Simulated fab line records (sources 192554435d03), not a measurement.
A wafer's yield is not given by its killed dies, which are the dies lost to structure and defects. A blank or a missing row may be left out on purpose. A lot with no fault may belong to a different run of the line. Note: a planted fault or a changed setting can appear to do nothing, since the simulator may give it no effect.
A lot that was struck, set against a sound lot    flow n5-finfet    13 out of 1938 route steps
Sound: these wafers, L481.1, L481.3, L481.4. Struck: wafer L471.5 (L471.2, L471.6, from the same lot, were not struck and are left out); the cause is given at the end.
Per side, at each step with rows, come the tool, then ch with its chambers, and then its first start. Under that, the readings that differ: sound wafers    struck wafers    difference of the means    sigmas: that difference in standard deviations of wafers without a fault.
alike: words and numbers the same on both sides, and readings whose means are apart by under 2 such deviations; not compared: readings that were withheld, readings missing a value for some wafer, numbers with overlapping values and no deviation given by the record, and bounds like >300 which may hide the same value.
A row with sigmas, a row that says differs or no value, or rows on one side alone: a step with any of these is where the two part. Numbers that have no deviation but don't overlap get no sigmas and don't part them. Lack of a reading on every wafer of one side parts them only where that side has two or more wafers.

first, 9 steps without rows for these wafers: N5_FIN_SAQP_EXPOSE_13 (exposes mask FIN CORE, target cd 35.6 nm); N5_FIN_SAQP_PEB_14 (peb time 60 s); N5_FIN_SAQP_DEVELOP_15 (develop time 30 s); N5_FIN_SAQP_DESCUM_21 (chemistry O2, time 7.9 s); N5_FIN_SAQP_ETCH_51 (etches SiARC in CF4, target depth 45.5 nm, time 75.8 s); N5_FIN_SAQP_ETCH_52 (etches SOC in N2/H2, target depth 100 nm, overetch 20 nm, time 150 s); N5_FIN_SAQP_STRIP_53 (strips in N2/H2); N5_FIN_SAQP_HM_OPEN_73 (chemistry CHF3/O2, target SiO2, stops on a-Si, target depth 12 nm, time 16.8 s); N5_FIN_SAQP_STRIP_74 (strips in CHF3/O2).
N5_FIN_SAQP_MANDREL_ETCH_22: etches a-Si in HBr/Cl2, stops on SiNx, target depth 60 nm, bt time 10 s, time 30 s.
  sound on rie-si-06 ch 0,1,3, day 6 11:27; struck on rie-si-01 ch 2, day 3 22:22
reading                 sound              struck  difference  sigmas
mfc-cl2-sccm (sccm)     80.00 80.08 80.23  66.19   -13.91      -60
throttle-valve-pct (%)  35.7 35.0 35.7     34.1    -1.4        -4
  alike: chamber-pressure-mTorr, drypump-motor-current-A, oes-product-au
  not compared: rf-hours-counter-h
then, 1 step without rows for these wafers: N5_FIN_SAQP_STRIP_55 (strips in N2/H2).
-- the record jumps here: 7 days lie between the struck wafers' starts before and after (it left off in module FIN_SAQP and takes up again in module BEOL_M4, whose first step shown is number 1111 of the route) --
N5_BEOL_M4_RC_MEAS_101:
  sound on prober-02 ch 0, day 13 09:17; struck on prober-02 ch 0, day 10 15:15
  alike: DIBL_N, DIBL_P, IOFF_N, IOFF_P, ION_N, ION_P, SS_N, SS_P, VT_N, VT_P
N5_PASSIVATION_PROBE_49:
  sound wafers here have rows in the record (prober-01, day 18 07:31); struck ones have none

== WHERE THEY PART ==
Earliest at N5_FIN_SAQP_MANDREL_ETCH_22; latest, in this record, at N5_PASSIVATION_PROBE_49.

WHY: what had been put in by the simulator
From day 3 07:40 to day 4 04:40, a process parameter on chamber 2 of rie-si-01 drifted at N5_FIN_SAQP_MANDREL_ETCH_22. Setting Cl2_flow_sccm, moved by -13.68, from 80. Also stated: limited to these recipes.
